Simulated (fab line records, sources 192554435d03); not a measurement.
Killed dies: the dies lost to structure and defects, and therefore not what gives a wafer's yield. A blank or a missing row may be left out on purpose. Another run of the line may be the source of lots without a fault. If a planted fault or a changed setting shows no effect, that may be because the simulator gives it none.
8D (eight disciplines) problem report, filled in by code    flow n5Finfet    the parts of the form that need people (team, actions taken, sign-off) are left out

## 1. WHAT IS WRONG
Mean of trenchDepthNm at N5_BEOL_M8_OCD_MEAS_38: 134.8 nm across 2 wafers in 2 lots; on wafers with no fault it is 93.5 nm (standard deviation 1.7). That is +24 standard deviations from the usual mean.
Seen first at day 11 04:58 on ocd-02, wafer L720.3. At this step, 26 wafers from 9 lots have a number in the record. Rule for "out" (also "out of limits"): further than 4 standard deviations from the usual mean. The rest of the wafers with a number are treated as sound.

## 2. WHAT THIS IS AND IS NOT
question                     is                 is not
which readings at this step  trenchDepthNm      -
which lots                   L720, L725         L717, L718, L728, L729, L730, L733, L736
which wafers of those lots   L720.3, L725.3     L720.1, L720.2, L725.1
read on which gauges         ocd-02             ocd-01
when                         from day 11 04:58  up to then (8 sound wafers); but 16 sound wafers of L725, L728, L729, L730, L733, L736 came after

## 3. WHAT RULES OUT EACH SUSPECT
Counting: if a tool at a process step up to the reading ran every lot that is out, it stays a suspect. Sound lots after the first of them don't rule it out here, since some wafers of a struck lot are sound.
- the gauge at N5_BEOL_M8_OCD_MEAS_38 is ruled out. All the wafers that are out were read on ocd-02, but those of them that N5_BEOL_M8_THK_MEAS_53 has rows for are out there too, on other tools.
- rieDiel-04 at N5_BEOL_M8_ETCH_62 (etches SOC in N2/H2, target depth 110 nm, overetch 22 nm, time 165 s): kept. It processed each lot that is out (first: L720, day 11 00:25); up to then, its last sound lot is L718 (day 10 20:35).
- rieDiel-06 at N5_BEOL_M8_DESCUM_33 (chemistry O2, time 7 s): kept. It processed each lot that is out (first: L720, day 11 04:32); up to then, its last sound lot is L718 (day 10 21:23).
- rieDiel-06 at N5_BEOL_M8_TRENCH_ETCH_37 (etches SiCOH lowk in C4F6/O2, target depth 93.478 nm, time 31.2 s): kept. It processed each lot that is out (first: L720, day 11 04:48); up to then, its last sound lot is L718 (day 10 21:40).
- rieDiel-06 at N5_BEOL_M8_STRIP_80 (strips in N2/H2, time 10 s): kept. It processed each lot that is out (first: L720, day 11 04:58); up to then, its last sound lot is L718 (day 10 21:49). N5_BEOL_M8_STRIP_80 gives no start for some lots, so the hours and the order of its lots are those of N5_BEOL_M8_OCD_MEAS_38.
Left after counting: rieDiel-04 at N5_BEOL_M8_ETCH_62, rieDiel-06 at N5_BEOL_M8_DESCUM_33, rieDiel-06 at N5_BEOL_M8_TRENCH_ETCH_37, rieDiel-06 at N5_BEOL_M8_STRIP_80.

## 4. THE CAUSE (what the simulator had put in)
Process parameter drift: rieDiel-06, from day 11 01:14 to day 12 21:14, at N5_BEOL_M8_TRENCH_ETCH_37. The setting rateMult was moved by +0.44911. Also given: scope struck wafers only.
Counting leaves 4 suspects; this tool is one of them.

## 5. THE EFFECT CHAIN, in route order
Each row: a reading where the mean over the struck wafers with a number is more than 3 standard deviations away from the usual. Readings are gone through only where the record gives a usual standard deviation; hours: the median, over the lots, of the time from a lot's start at the first step in this table giving one to that lot's start at this step; sigmas: the change measured in usual standard deviations.
hours  step                       reading        usual         on struck wafers  change  sigmas
0      N5_BEOL_M8_TRENCH_ETCH_37  oesProductAu   0.83 a.u.     1.09              +0.26   +4.0
0      N5_BEOL_M8_OCD_MEAS_38     trenchDepthNm  93.5 nm       134.8             +41.3   +24
3      N5_BEOL_M8_THK_MEAS_53     M8_THK         79.7 nm       121.6             +41.9   +21
3      N5_BEOL_M8_RS_MEAS_57      M8_RS          0.286 ohm/sq  0.177             -0.109  -14
Its process steps:
- N5_BEOL_M8_TRENCH_ETCH_37: etches SiCOH lowk in C4F6/O2, target depth 93.478 nm, time 31.2 s.

## 6. HOW IT WOULD HAVE BEEN CAUGHT EARLIER
Counted from the fault's start at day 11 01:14, it took 4 hours until the first out-of-limits reading at a measuring or inspecting step in this record, taken at day 11 04:58.
The tool's own readings at N5_BEOL_M8_TRENCH_ETCH_37 were out on some of the struck wafers (oesProductAu): an alarm limit on them would have fired on those.
Lots out: 2; of these, L725 started N5_BEOL_M8_TRENCH_ETCH_37 on rieDiel-06 after day 11 04:58. Holding the tool at that time would have saved it.
